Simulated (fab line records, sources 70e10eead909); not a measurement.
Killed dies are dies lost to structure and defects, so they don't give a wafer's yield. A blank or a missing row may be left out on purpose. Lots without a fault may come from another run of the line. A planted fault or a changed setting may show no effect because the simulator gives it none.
Chamber matching | flow nand_harc | NHARC_A_M1_STRIP_18 on rie_diel-02: 4 sister chambers
The step strips in N2/H2. 14 wafers are shown with their chamber, then 7 later ones without.

WAFERS WITH THEIR CHAMBER
wafer  | chamber | throttle_valve_pct (%) | oes_product_au (a.u.) | rf_vpp_V (V)
L074.3 | 0       | 14.163                 | 1.008                 | 91.7
L074.4 | 2       | 14.171                 | 0.997                 | 89.8
L074.5 | 0       | 14.160                 | 1.000                 | 91.8
L079.1 | 0       | 14.173                 | 1.005                 | 91.6
L079.4 | 2       | 14.158                 | 1.000                 | 92.0
L079.5 | 0       | 14.186                 | 1.004                 | 90.9
L082.1 | 2       | 14.169                 | 1.011                 | 90.0
L082.2 | 1       | 14.165                 | 0.985                 | 89.5
L082.6 | 2       | 14.175                 | 1.011                 | 92.5
L084.1 | 0       | 14.175                 | 1.021                 | 91.8
L084.3 | 3       | 14.154                 | 1.002                 | 90.0
L084.4 | 1       | 14.173                 | 0.999                 | 90.5
L088.1 | 2       | 14.173                 | 1.002                 | 90.8
L088.3 | 0       | 14.183                 | 1.001                 | 89.5

SIGNATURES (means of the wafers above)
reading            | chamber 0 | chamber 1 | chamber 2 | chamber 3 | scatter within a chamber
throttle_valve_pct | 14.17333  | 14.16900  | 14.16920  | 14.15400  | 0.00866
oes_product_au     | 1.00650   | 0.99200   | 1.00420   | 1.00200   | 0.00747
rf_vpp_V           | 91.217    | 90.000    | 91.020    | 90.000    | 1.02
Rule: a wafer's distance from a chamber is the root of the sum, over the readings, of the square of ((its reading less the chamber's mean) divided by the reading's scatter). The wafer belongs to the nearest chamber; if the next one is less than 2 further off, it can't be placed. The scatter: the root of (the sum of the squares of (reading less its chamber's mean) over the shown wafers, divided by (wafers less chambers)).

WAFERS WITHOUT THEIR CHAMBER
wafer  | throttle_valve_pct (%) | oes_product_au (a.u.) | rf_vpp_V (V)
L088.6 | 14.175                 | 1.003                 | 90.4
L086.2 | 14.168                 | 1.004                 | 91.1
L086.3 | 14.169                 | 1.002                 | 90.9
L086.5 | 14.174                 | 1.014                 | 89.9
L097.1 | 14.163                 | 1.003                 | 89.9
L097.2 | 14.164                 | 0.987                 | 91.8
L097.6 | 14.169                 | 1.014                 | 89.4

WHICH CHAMBER EACH WENT THROUGH
wafer  | from the rows above               | in truth
L088.6 | can't be placed: 2 or 0 or 1 or 3 | 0
L086.2 | can't be placed: 2 or 0 or 1 or 3 | 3
L086.3 | can't be placed: 2 or 0 or 1 or 3 | 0
L086.5 | can't be placed: 0 or 2 or 3 or 1 | 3
L097.1 | can't be placed: 3 or 2 or 1 or 0 | 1
L097.2 | can't be placed: 1 or 2 or 0 or 3 | 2
L097.6 | can't be placed: 2 or 0 or 3 or 1 | 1
Placed correctly: 0 of 7. Can't be placed from these rows: 7 (the true chamber is among the candidates in 7). Placed wrongly: 0.
